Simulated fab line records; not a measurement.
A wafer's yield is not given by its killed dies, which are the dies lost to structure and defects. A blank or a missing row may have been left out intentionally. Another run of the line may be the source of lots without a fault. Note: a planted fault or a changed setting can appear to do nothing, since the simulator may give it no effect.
Matching of chambers + flow n5-finfet + ald-metal-04 running N5_BEOL_M9_ALD_74: 4 sister chambers
The step deposits TaN, target thk 2 nm, pulse time 2 s, purge time 3 s. 8 wafers are shown with their chamber, then 10 later ones without.

WAFERS WITH THEIR CHAMBER
| wafer  | chamber | heater-power-w (W) | precursor-vessel-temp-c (C) |
|--------|---------|--------------------|-----------------------------|
| L079.3 | 3       | 329                | 75.06                       |
| L086.3 | 0       | 408                | 74.99                       |
| L089.4 | 3       | 343                | 74.97                       |
| L087.2 | 0       | 410                | 75.19                       |
| L087.3 | 1       | 370                | 74.88                       |
| L087.4 | 2       | 401                | 74.97                       |
| L088.3 | 1       | 377                | 75.23                       |
| L088.4 | 2       | 398                | 75.10                       |

WAFERS WITH NO CHAMBER GIVEN
| wafer  | heater-power-w (W) | precursor-vessel-temp-c (C) |
|--------|--------------------|-----------------------------|
| L088.5 | 407                | 75.26                       |
| L090.1 | 395                | 74.94                       |
| L090.2 | 368                | 75.00                       |
| L090.3 | 403                | 74.88                       |
| L094.2 | 392                | 74.95                       |
| L094.3 | 332                | 75.00                       |
| L094.5 | 379                | 74.96                       |
| L095.1 | 376                | 75.14                       |
| L095.4 | 336                | 74.96                       |
| L095.6 | 399                | 75.14                       |

CHAMBER TAKEN BY EACH
| wafer  | from the rows above          | in truth |
|--------|------------------------------|----------|
| L088.5 | can't be placed: 0 or 2      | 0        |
| L090.1 | can't be placed: 2 or 0      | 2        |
| L090.2 | 1                            | 1        |
| L090.3 | can't be placed: 2 or 0      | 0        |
| L094.2 | can't be placed: 2 or 0 or 1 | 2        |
| L094.3 | 3                            | 3        |
| L094.5 | 1                            | 1        |
| L095.1 | 1                            | 1        |
| L095.4 | 3                            | 3        |
| L095.6 | can't be placed: 2 or 0      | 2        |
Correctly placed: 5 of 10. From these rows, 5 cannot be placed; in 5 the true chamber is one of the candidates. Placed wrongly: 0.
How it was worked out, from the rows above alone: a wafer's distance from a chamber is the root of the sum, over the readings, of the square of ((its reading less the chamber's mean) divided by the reading's scatter). If the next closest chamber is less than 2 further off than the closest, the wafer can't be placed; otherwise it belongs to the closest. A chamber's mean is the mean of its shown wafers. The scatter: the root of (the sum of the squares of (reading less its chamber's mean) over the shown wafers, divided by (wafers less chambers)).
